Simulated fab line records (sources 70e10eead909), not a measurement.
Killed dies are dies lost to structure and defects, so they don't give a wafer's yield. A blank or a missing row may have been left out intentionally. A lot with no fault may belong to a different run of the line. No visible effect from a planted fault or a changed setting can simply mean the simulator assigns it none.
Comparing a struck lot with a sound one :: flow nand-harc :: 13 steps out of a route of 1302
Sound: wafers L704.1, L704.2, L704.6. Struck: wafers L707.1, L707.2, L707.5. At the end, the cause is stated.
At each step with rows: each side's tool, then ch and its chambers, then its first start. Under that, the readings that differ: sound wafers :: struck wafers :: difference of the means :: sigmas: that difference in standard deviations of wafers without a fault.
alike: a reading whose means differ by less than 2 such deviations, as well as words and numbers matching on both sides. not compared: withheld readings; readings where some wafer has no value; bounds like >300 that might hide an equal value; numbers whose values overlap and for which the record gives no deviation.
A row with sigmas, a row that says differs or no value, or rows on one side alone: a step with any of these is where the two part. Non-overlapping numbers with no deviation appear without sigmas and do not part them. A reading that every wafer of one side lacks parts them only if that side has two wafers or more.

first, 1 step without rows for these wafers: NHARC_A_ONON_D2_DEP_19 (target thk 1000 nm).
NHARC_A_ONON_D2_THK_MEAS_21: measures by ellipsometry.
  sound on film-metro-01 at day 13 03:18; struck on film-metro-01 at day 14 13:04
reading: thk-nm (nm)
sound: 995 995 995
struck: 1017 1018 1018
difference: +23
sigmas: +2
following that, 1 step holds no rows for these wafers, namely NHARC_A_ONON_D2_DEP_22 (target thickness 1000 nm).
NHARC_A_ONON_D2_THK_MEAS_24: measures by ellipsometry.
  sound on film-metro-01 at day 13 03:52; struck on film-metro-01 at day 14 13:38
reading: thk-nm (nm)
sound: 980 980 977
struck: 1011 1011 1012
difference: +32
sigmas: +3
following that, 1 step holds no rows for these wafers, namely NHARC_A_ONON_D2_DEP_25 (target thickness 1000 nm).
NHARC_A_ONON_D2_THK_MEAS_27: measures by ellipsometry.
  sound on film-metro-02 at day 13 04:26; struck on film-metro-02 at day 14 14:11
reading: thk-nm (nm)
sound: 993 991 994
struck: 1019 1018 1018
difference: +26
sigmas: +3
following that, 1 step holds no rows for these wafers, namely NHARC_A_ONON_D2_DEP_28 (target thickness 1000 nm).
NHARC_A_ONON_D2_THK_MEAS_30: measures by ellipsometry.
  sound on film-metro-02 at day 13 05:00; struck on film-metro-02 at day 14 14:47
  alike: thk-nm
NHARC_A_ONON_D2_DEP_33: deposits SiO2, target thk 200 nm.
  sound on pecvd-01 ch 1,2, day 13 05:04; struck on pecvd-01 ch 0,1, day 14 14:50
  alike: heater-power-w, throttle-valve-pct
NHARC_A_ONON_D2_THK_MEAS_34: measures by ellipsometry.
  sound on film-metro-01 at day 13 05:28; struck on film-metro-01 at day 14 15:15
  alike: thk-nm
NHARC_A_ONON_D2_INSPECT_32:
  sound on defect-inspect-01 at day 13 05:34; struck on defect-inspect-01 at day 14 15:19
  alike: raw-defect-count
NHARC_A_CHANNEL_HOLE_D2_DEP_00: deposits aC, target thk 3100 nm.
  sound on acl-dep-01 ch 0, day 13 05:44; struck on acl-dep-02 ch 0, day 14 17:29
  alike: throttle-valve-pct
NHARC_A_CHANNEL_HOLE_D2_DEP_01: deposits SiON, target thk 140 nm.
  sound on pecvd-04 ch 0,1,2, day 13 07:41; struck on pecvd-04 ch 0,1,2, day 14 19:23
  alike: heater-power-w

WHERE THEY PART
At NHARC_A_ONON_D2_THK_MEAS_21 first; at NHARC_A_ONON_D2_THK_MEAS_27 last (within this record only). Later steps at which nothing parts them and some readings are alike: NHARC_A_ONON_D2_THK_MEAS_30, NHARC_A_ONON_D2_DEP_33, NHARC_A_ONON_D2_THK_MEAS_34, NHARC_A_ONON_D2_INSPECT_32, NHARC_A_CHANNEL_HOLE_D2_DEP_00, NHARC_A_CHANNEL_HOLE_D2_DEP_01.

WHY: whatever the simulator had introduced
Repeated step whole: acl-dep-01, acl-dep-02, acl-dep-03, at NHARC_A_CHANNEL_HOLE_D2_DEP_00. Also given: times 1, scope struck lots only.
